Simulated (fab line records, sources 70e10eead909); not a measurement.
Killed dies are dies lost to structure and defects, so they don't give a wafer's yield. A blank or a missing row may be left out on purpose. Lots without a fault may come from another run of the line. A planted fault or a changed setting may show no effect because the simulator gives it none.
Chamber matching | flow nand_harc | NHARC_A_STAIRCASE_ETCH_444 on rie_diel-05: 4 sister chambers
The step etches the open film in C4F8/O2, target depth 20400 nm, time 6800 s. 8 wafers are shown with their chamber, then 10 later ones without.

WAFERS WITH THEIR CHAMBER
wafer  | chamber | rf_vpp_V (V) | oes_product_au (a.u.)
L079.3 | 3       | 816          | 0.945
L081.5 | 0       | 811          | 0.930
L081.6 | 1       | 802          | 0.925
L087.3 | 2       | 801          | 0.924
L087.4 | 1       | 802          | 0.918
L087.6 | 2       | 801          | 0.930
L092.4 | 3       | 816          | 0.972
L092.5 | 0       | 810          | 0.974

WAFERS WITHOUT THEIR CHAMBER
wafer  | rf_vpp_V (V) | oes_product_au (a.u.)
L092.6 | 817          | 0.969
L094.1 | 800          | 0.959
L094.2 | 815          | 0.939
L094.3 | 810          | 0.946
L095.4 | 801          | 0.977
L095.5 | 810          | 0.981
L095.6 | 813          | 0.976
L097.2 | 803          | 0.916
L097.3 | 799          | 0.937
L097.5 | 812          | 0.923

WHICH CHAMBER EACH WENT THROUGH
wafer  | from the rows above     | in truth
L092.6 | 3                       | 3
L094.1 | 2                       | 2
L094.2 | 3                       | 3
L094.3 | 0                       | 0
L095.4 | can't be placed: 2 or 1 | 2
L095.5 | 0                       | 0
L095.6 | can't be placed: 0 or 3 | 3
L097.2 | 1                       | 1
L097.3 | 2                       | 2
L097.5 | 0                       | 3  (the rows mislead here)
Placed correctly: 7 of 10. Can't be placed from these rows: 2 (the true chamber is among the candidates in 2). Placed wrongly: 1.
How it was worked out, from the rows above alone: a wafer's distance from a chamber is the root of the sum, over the readings, of the square of ((its reading less the chamber's mean) divided by the reading's scatter). The wafer belongs to the nearest chamber; if the next one is less than 2 further off, it can't be placed. A chamber's mean is the mean of its shown wafers. The scatter: the root of (the sum of the squares of (reading less its chamber's mean) over the shown wafers, divided by (wafers less chambers)).
